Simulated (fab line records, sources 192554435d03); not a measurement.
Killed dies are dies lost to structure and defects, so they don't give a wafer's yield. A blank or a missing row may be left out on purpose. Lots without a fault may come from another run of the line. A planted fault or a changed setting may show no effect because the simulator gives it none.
Split-lot experiment | flow n5_finfet | 7 lots, 21 wafers read, on a route of 1938 steps

THE SPLIT
At N5_BEOL_M3_DESCUM_33 (chemistry O2, time 7 s), the setting time_s was moved away from the recipe's 7 s on 9 of the 21 wafers read, by -21.9% to +20.1%. The other wafers ran this setting at the recipe's value.

The reading is taken at the split's own step.

THE READING
CAR-EUV_of_BEOL_M3_COAT_22.thk_nm (the simulator's own value, which no gauge read), in nm, at N5_BEOL_M3_DESCUM_33 (chemistry O2, time 7 s). The file gives no usual value for it. The 12 wafers here that ran the recipe average 26.0 nm, standard deviation 0.075 nm.

wafer  | tool, chamber at the split | time_s as run, s | against the recipe | CAR-EUV_of_BEOL_M3_COAT_22.thk_nm, nm | against lot-mates on the recipe
L078.1 | rie_diel-02, 0             | 7                | recipe             | 26                                    | -
L078.3 | rie_diel-02, 3             | 6.106            | -12.8%             | 26.4                                  | +0.4
L078.5 | rie_diel-02, 3             | 6.106            | -12.8%             | 26.4                                  | +0.4
L081.1 | rie_diel-03, 0             | 8.404            | +20.1%             | 25.4                                  | -0.6
L081.2 | rie_diel-03, 1             | 7                | recipe             | 26                                    | -
L081.5 | rie_diel-03, 1             | 8.404            | +20.1%             | 25.2                                  | -0.8
L088.3 | rie_diel-03, 3,3,0         | 7                | recipe             | 26                                    | -
L088.5 | rie_diel-03, 3,3,0         | 7                | recipe             | 26                                    | -
L088.6 | rie_diel-03, 3,3,0         | 7                | recipe             | 26                                    | -
L093.3 | rie_diel-03, 0             | 7                | recipe             | 26                                    | -
L093.6 | rie_diel-03, 0             | 7                | recipe             | 26                                    | -
L093.5 | rie_diel-03, 3             | 6.302            | -10.0%             | 26.4                                  | +0.4
L094.1 | rie_diel-03, 1             | 5.47             | -21.9%             | 26.8                                  | +0.8
L094.2 | rie_diel-03, 3,2           | 7                | recipe             | 26                                    | -
L094.6 | rie_diel-03, 3,2           | 7                | recipe             | 26                                    | -
L096.1 | rie_diel-01, 3             | 7                | recipe             | 26.2                                  | -
L096.2 | rie_diel-01, 2             | 7                | recipe             | 26                                    | -
L096.6 | rie_diel-01, 3             | 6.411            | -8.4%              | 26.4                                  | +0.3
L097.1 | rie_diel-01, 1             | 6.094            | -12.9%             | 26.6                                  | +0.4
L097.2 | rie_diel-01, 2             | 6.094            | -12.9%             | 26.4                                  | +0.2
L097.5 | rie_diel-01, 3             | 7                | recipe             | 26.2                                  | -
Where a row lists several chambers, the file gives one row for several wafers and doesn't say which wafer went through which chamber.

THE FIT
A straight line over all 21 wafers: CAR-EUV_of_BEOL_M3_COAT_22.thk_nm changes by -0.0353 nm for each +1% of time_s; r = -0.98; the points scatter about the line by 0.082 nm.
The same after taking each lot's own level away (the mean of its wafers on the recipe; 21 wafers): -0.0334 nm for each +1%; r = -0.98; scatter 0.075 nm.
On that fit, the largest move of time_s shifts the reading by 0.73 nm.
The lots' own levels span 26.00 to 26.20 nm, that is 2.7 times the standard deviation above.
So the lot-to-lot level changes the slope little: the two slopes agree.
Check: with one of the wafers moved furthest among these (-21.9%) left out of the fit, the line predicts +0.695 nm for it against its lot-mates. It came out at +0.8 nm against them.

OTHER SPLITS ON THESE WAFERS
These wafers also went through other splits before the reading. Each is held against what the fit with the lots' levels taken away leaves over:
other split on the same wafers     | wafers away from the commonest value | r with CAR-EUV_of_BEOL_M3_COAT_22.thk_nm (lot level and that fit taken away)
N5_BEOL_M2_TRENCH_ETCH_37 source_w | 6                                    | +0.11
N5_BEOL_M3_EXPOSE_25 dose_mj       | 6                                    | -0.08

THE FILE'S OWN FIT
CAR-EUV_of_BEOL_M3_COAT_22.thk_nm changes by -0.0341 nm for each +1% of time_s, r = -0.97.
